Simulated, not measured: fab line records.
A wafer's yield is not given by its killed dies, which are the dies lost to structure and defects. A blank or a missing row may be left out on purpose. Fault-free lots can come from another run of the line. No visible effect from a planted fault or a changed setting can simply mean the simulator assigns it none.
Chamber matching | flow n5 finfet | pecvd-03 running N5_BEOL_M13_DEP_53: 3 sister chambers
The step deposits SiCN from 3MS/NH3, target thk 50 nm, time 17.8 s. 18 wafers are shown with their chamber, then 9 later ones without.

WAFERS WITH THEIR CHAMBER
wafer  | chamber | throttle valve pct (%) | showerhead plenum p Torr (Torr)
L079.3 | 1       | 18.7                   | 4.099
L079.4 | 1       | 18.7                   | 4.116
L079.6 | 2       | 17.4                   | 4.155
L080.1 | 2       | 17.4                   | 4.148
L080.3 | 0       | 17.9                   | 4.163
L080.4 | 1       | 18.8                   | 4.115
L078.1 | 0       | 18.0                   | 4.175
L078.4 | 0       | 18.2                   | 4.165
L078.5 | 1       | 18.6                   | 4.115
L086.2 | 2       | 17.5                   | 4.156
L086.5 | 2       | 17.3                   | 4.147
L086.6 | 1       | 18.8                   | 4.104
L088.1 | 0       | 18.0                   | 4.140
L088.2 | 1       | 18.8                   | 4.109
L088.3 | 2       | 17.4                   | 4.160
L089.2 | 1       | 18.6                   | 4.133
L089.4 | 0       | 18.0                   | 4.145
L089.6 | 2       | 17.7                   | 4.152

SIGNATURES (means of the wafers above)
reading                  | chamber 0 | chamber 1 | chamber 2 | scatter within a chamber
throttle valve pct       | 18.020    | 18.714    | 17.450    | 0.113
showerhead plenum p Torr | 4.15760   | 4.11300   | 4.15300   | 0.0106
Rule: distance of a wafer from a chamber = root of the sum over the readings of ((wafer's reading minus chamber's mean) / reading's scatter) squared. The wafer belongs to the nearest chamber; if the next one is less than 2 further off, it can't be placed. The scatter: the root of (the sum of the squares of (reading less its chamber's mean) over the shown wafers, divided by (wafers less chambers)).

WAFERS MISSING THEIR CHAMBER
wafer  | throttle valve pct (%) | showerhead plenum p Torr (Torr)
L091.1 | 18.8                   | 4.117
L091.2 | 17.2                   | 4.150
L091.4 | 18.8                   | 4.119
L094.2 | 17.7                   | 4.157
L094.3 | 18.8                   | 4.117
L094.5 | 17.5                   | 4.162
L093.1 | 18.7                   | 4.115
L093.5 | 18.5                   | 4.155
L093.6 | 17.5                   | 4.158

CHAMBER TAKEN BY EACH
wafer  | from the rows above     | in truth
L091.1 | 1                       | 1
L091.2 | 2                       | 2
L091.4 | 1                       | 1
L094.2 | can't be placed: 2 or 0 | 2
L094.3 | 1                       | 1
L094.5 | 2                       | 2
L093.1 | 1                       | 1
L093.5 | can't be placed: 0 or 1 | 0
L093.6 | 2                       | 2
Correctly placed: 7 of 9. These rows do not allow placing 2 (true chamber among the candidates in 2). Placed wrongly: 0.
